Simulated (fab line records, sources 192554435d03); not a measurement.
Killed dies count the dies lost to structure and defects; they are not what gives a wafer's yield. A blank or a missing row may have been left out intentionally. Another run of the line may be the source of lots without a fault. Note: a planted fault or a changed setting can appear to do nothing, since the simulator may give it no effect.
Lot-split experiment + flow n5Finfet + 39 wafers read across 7 lots, on a route 1938 steps long

## ON THE SPLIT
At N5_PMOS_HMC_CHANNEL_EPI_EPI_20 (deposits SiGe30, target thk 59 nm), the setting tempC was moved away from the recipe's 600 C on 9 of the 39 wafers read, by -1.1% to +0.4%. All remaining wafers had this setting at the recipe value.

## FROM THE SPLIT TO THE READING: what the file shows between them, 2 steps
- N5_PMOS_HMC_CHANNEL_EPI_HM_STRIP_35: strips SiO2 in dHF, material SiO2, target depth 39.6 nm, time 216 s
- N5_PMOS_HMC_CHANNEL_EPI_SRD_39: time 30 s

## THE READING
SiGe30_of_PMOS_HMC_CHANNEL_EPI_EPI_20.thkNm (the simulator's own value, which no gauge read), in nm, at N5_PMOS_HMC_CHANNEL_EPI_CMP_21 (polishes SiGe30, target thk 54 nm). The file does not state a usual value for it. Here, 30 wafers ran the recipe; their average is 54.00 nm with a standard deviation of 0.1 nm.

| wafer  | tool, chamber at the split | tempC as run, C | against the recipe | SiGe30_of_PMOS_HMC_CHANNEL_EPI_EPI_20.thkNm, nm | against lot-mates on the recipe |
|--------|----------------------------|-----------------|--------------------|-------------------------------------------------|---------------------------------|
| L075.1 | epiRpcvd-04, 0             | 600             | recipe             | 53.94                                           | -                               |
| L075.4 | epiRpcvd-04, 0             | 600             | recipe             | 53.82                                           | -                               |
| L075.2 | epiRpcvd-04, 0             | 600             | recipe             | 53.87                                           | -                               |
| L079.3 | epiRpcvd-04, 0             | 594.5           | -0.9%              | 53.26                                           | -0.76                           |
| L079.1 | epiRpcvd-04, 0             | 600             | recipe             | 54.13                                           | -                               |
| L079.2 | epiRpcvd-04, 0             | 600             | recipe             | 53.9                                            | -                               |
| L079.4 | epiRpcvd-04, 0             | 600             | recipe             | 54.02                                           | -                               |
| L079.5 | epiRpcvd-04, 0             | 594.5           | -0.9%              | 53.4                                            | -0.62                           |
| L079.6 | epiRpcvd-04, 0             | 594.5           | -0.9%              | 52.91                                           | -1.11                           |
| L081.1 | epiRpcvd-02, 0             | 600             | recipe             | 54.07                                           | -                               |
| L081.4 | epiRpcvd-02, 0             | 600             | recipe             | 54.04                                           | -                               |
| L081.2 | epiRpcvd-02, 0             | 600             | recipe             | 53.98                                           | -                               |
| L081.6 | epiRpcvd-02, 0             | 600             | recipe             | 53.98                                           | -                               |
| L081.3 | epiRpcvd-02, 0             | 600             | recipe             | 53.86                                           | -                               |
| L081.5 | epiRpcvd-02, 0             | 600             | recipe             | 54.14                                           | -                               |
| L085.3 | epiRpcvd-03, 0             | 600             | recipe             | 53.85                                           | -                               |
| L085.4 | epiRpcvd-03, 0             | 593.5           | -1.1%              | 52.95                                           | -1.04                           |
| L085.1 | epiRpcvd-03, 0             | 593.5           | -1.1%              | 52.43                                           | -1.56                           |
| L085.2 | epiRpcvd-03, 0             | 600             | recipe             | 54.07                                           | -                               |
| L085.5 | epiRpcvd-03, 0             | 593.5           | -1.1%              | 52.93                                           | -1.06                           |
| L085.6 | epiRpcvd-03, 0             | 600             | recipe             | 54.05                                           | -                               |
| L090.2 | epiRpcvd-02, 0             | 600             | recipe             | 54.01                                           | -                               |
| L090.1 | epiRpcvd-02, 0             | 600             | recipe             | 53.98                                           | -                               |
| L090.3 | epiRpcvd-02, 0             | 600             | recipe             | 54                                              | -                               |
| L090.4 | epiRpcvd-02, 0             | 600             | recipe             | 53.82                                           | -                               |
| L090.5 | epiRpcvd-02, 0             | 600             | recipe             | 53.93                                           | -                               |
| L090.6 | epiRpcvd-02, 0             | 600             | recipe             | 53.97                                           | -                               |
| L091.3 | epiRpcvd-03, 0             | 600             | recipe             | 54.3                                            | -                               |
| L091.2 | epiRpcvd-03, 0             | 600             | recipe             | 54.08                                           | -                               |
| L091.1 | epiRpcvd-03, 0             | 602.1           | +0.4%              | 54.06                                           | -0.09                           |
| L091.4 | epiRpcvd-03, 0             | 600             | recipe             | 54.06                                           | -                               |
| L091.6 | epiRpcvd-03, 0             | 602.1           | +0.4%              | 54.62                                           | +0.47                           |
| L091.5 | epiRpcvd-03, 0             | 602.1           | +0.4%              | 54.11                                           | -0.04                           |
| L097.4 | epiRpcvd-03, 0             | 600             | recipe             | 54.04                                           | -                               |
| L097.3 | epiRpcvd-03, 0             | 600             | recipe             | 54                                              | -                               |
| L097.2 | epiRpcvd-03, 0             | 600             | recipe             | 54.08                                           | -                               |
| L097.1 | epiRpcvd-03, 0             | 600             | recipe             | 54.01                                           | -                               |
| L097.6 | epiRpcvd-03, 0             | 600             | recipe             | 54.07                                           | -                               |
| L097.5 | epiRpcvd-03, 0             | 600             | recipe             | 53.99                                           | -                               |

THE FIT
A straight line over all 39 wafers: SiGe30_of_PMOS_HMC_CHANNEL_EPI_EPI_20.thkNm changes by +1.01 nm for each +1% of tempC; r = +0.93; the points scatter about the line by 0.16 nm.
The same after taking each lot's own level away (the mean of its wafers on the recipe; 39 wafers): +0.973 nm for each +1%; r = +0.93; scatter 0.16 nm.
According to that fit, moving tempC by its largest amount changes the reading by 1.1 nm.
Measured against the standard deviation above, the lots' own levels, which go from 53.877 to 54.147 nm, span 2.7 times it.
Hence the lot-to-lot level has little effect on the slope; both slopes agree.
Check: -1.09 nm against its lot-mates is what the line predicts for one of the wafers moved furthest among these (-1.1%) when that wafer is left out of the fit. Against them it came out at -1.04 nm.

## THE WHOLE CHAIN: every reading that the file lists as answering this split, in the file's order
| step                           | what it does                      | reading                                                                                      | change (the file's fit)               | r (the file's) |
|--------------------------------|-----------------------------------|----------------------------------------------------------------------------------------------|---------------------------------------|----------------|
| N5_PMOS_HMC_CHANNEL_EPI_EPI_20 | deposits SiGe30, target thk 59 nm | SiGe30_of_PMOS_HMC_CHANNEL_EPI_EPI_20.thkNm (the simulator's own value, which no gauge read) | +5.91 nm for each +1% of the setting  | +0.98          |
| N5_PMOS_HMC_CHANNEL_EPI_CMP_21 | polishes SiGe30, target thk 54 nm | SiGe30_of_PMOS_HMC_CHANNEL_EPI_EPI_20.thkNm (the simulator's own value, which no gauge read) | +0.993 nm for each +1% of the setting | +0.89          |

## THE FILE'S OWN FIT
SiGe30_of_PMOS_HMC_CHANNEL_EPI_EPI_20.thkNm changes by +0.993 nm for each +1% of tempC, r = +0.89.
